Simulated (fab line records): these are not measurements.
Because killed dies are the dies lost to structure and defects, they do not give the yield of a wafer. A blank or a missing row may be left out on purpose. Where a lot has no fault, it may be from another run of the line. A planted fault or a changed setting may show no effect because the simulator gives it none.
Matching of chambers | flow nand harc | NHARC_P_M1_STRIP_18 on rie diel-12 has 4 sister chambers
The step strips in N2/H2. 14 wafers are shown with their chamber, then 7 later ones without.

== WAFERS PAIRED WITH THEIR CHAMBERS ==
wafer  | chamber | drypump motor current A (A) | oes product au (a.u.) | rf vpp V (V)
L081.1 | 2       | 5.3                         | 0.983                 | 91.0
L081.4 | 1       | 6.4                         | 1.006                 | 91.8
L081.6 | 0       | 6.1                         | 0.989                 | 90.2
L087.1 | 1       | 6.3                         | 1.009                 | 93.0
L087.3 | 2       | 5.3                         | 0.996                 | 92.3
L087.5 | 3       | 5.6                         | 0.993                 | 91.0
L088.1 | 3       | 5.6                         | 0.998                 | 90.1
L088.2 | 0       | 6.1                         | 0.996                 | 90.0
L088.4 | 2       | 5.3                         | 1.008                 | 92.1
L093.1 | 1       | 6.3                         | 1.007                 | 90.4
L093.4 | 0       | 6.1                         | 0.989                 | 90.3
L093.5 | 1       | 6.3                         | 0.998                 | 90.7
L094.2 | 0       | 6.2                         | 0.987                 | 91.6
L094.4 | 3       | 5.6                         | 0.997                 | 89.9

SIGNATURES (averages over the wafers above)
reading                 | chamber 0 | chamber 1 | chamber 2 | chamber 3 | scatter within a chamber
drypump motor current A | 6.125     | 6.325     | 5.300     | 5.600     | 0.0387
oes product au          | 0.99025   | 1.00500   | 0.99567   | 0.99600   | 0.00666
rf vpp V                | 90.525    | 91.475    | 91.800    | 90.333    | 0.863
Rule: a wafer lies at a distance from a chamber equal to the root of the sum of squares, over the readings, of (its reading less the chamber's mean, divided by the reading's scatter). If the next closest chamber is less than 2 further off than the closest, the wafer can't be placed; otherwise it belongs to the closest. How the scatter is found: for the shown wafers, subtract from each reading the mean of its chamber, square and add these, divide the total by (wafers less chambers), then take the root.

== WAFERS WHOSE CHAMBER IS MISSING ==
wafer  | drypump motor current A (A) | oes product au (a.u.) | rf vpp V (V)
L094.6 | 6.2                         | 0.993                 | 91.8
L095.2 | 6.2                         | 0.992                 | 88.9
L095.5 | 6.4                         | 1.001                 | 91.1
L095.6 | 5.3                         | 1.001                 | 91.7
L096.1 | 6.3                         | 1.023                 | 92.3
L096.5 | 6.4                         | 1.001                 | 90.0
L096.6 | 6.1                         | 0.975                 | 90.7

== WHICH CHAMBER EACH WENT THROUGH ==
wafer  | from the rows above     | in truth
L094.6 | can't be placed: 0 or 1 | 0
L095.2 | 0                       | 0
L095.5 | 1                       | 1
L095.6 | 2                       | 2
L096.1 | 1                       | 1
L096.5 | 1                       | 1
L096.6 | 0                       | 0
Correct placement for 6 of the 7. Unplaceable from these rows: 1, with the true chamber sitting among the candidates in 1. Wrongly placed: 0.
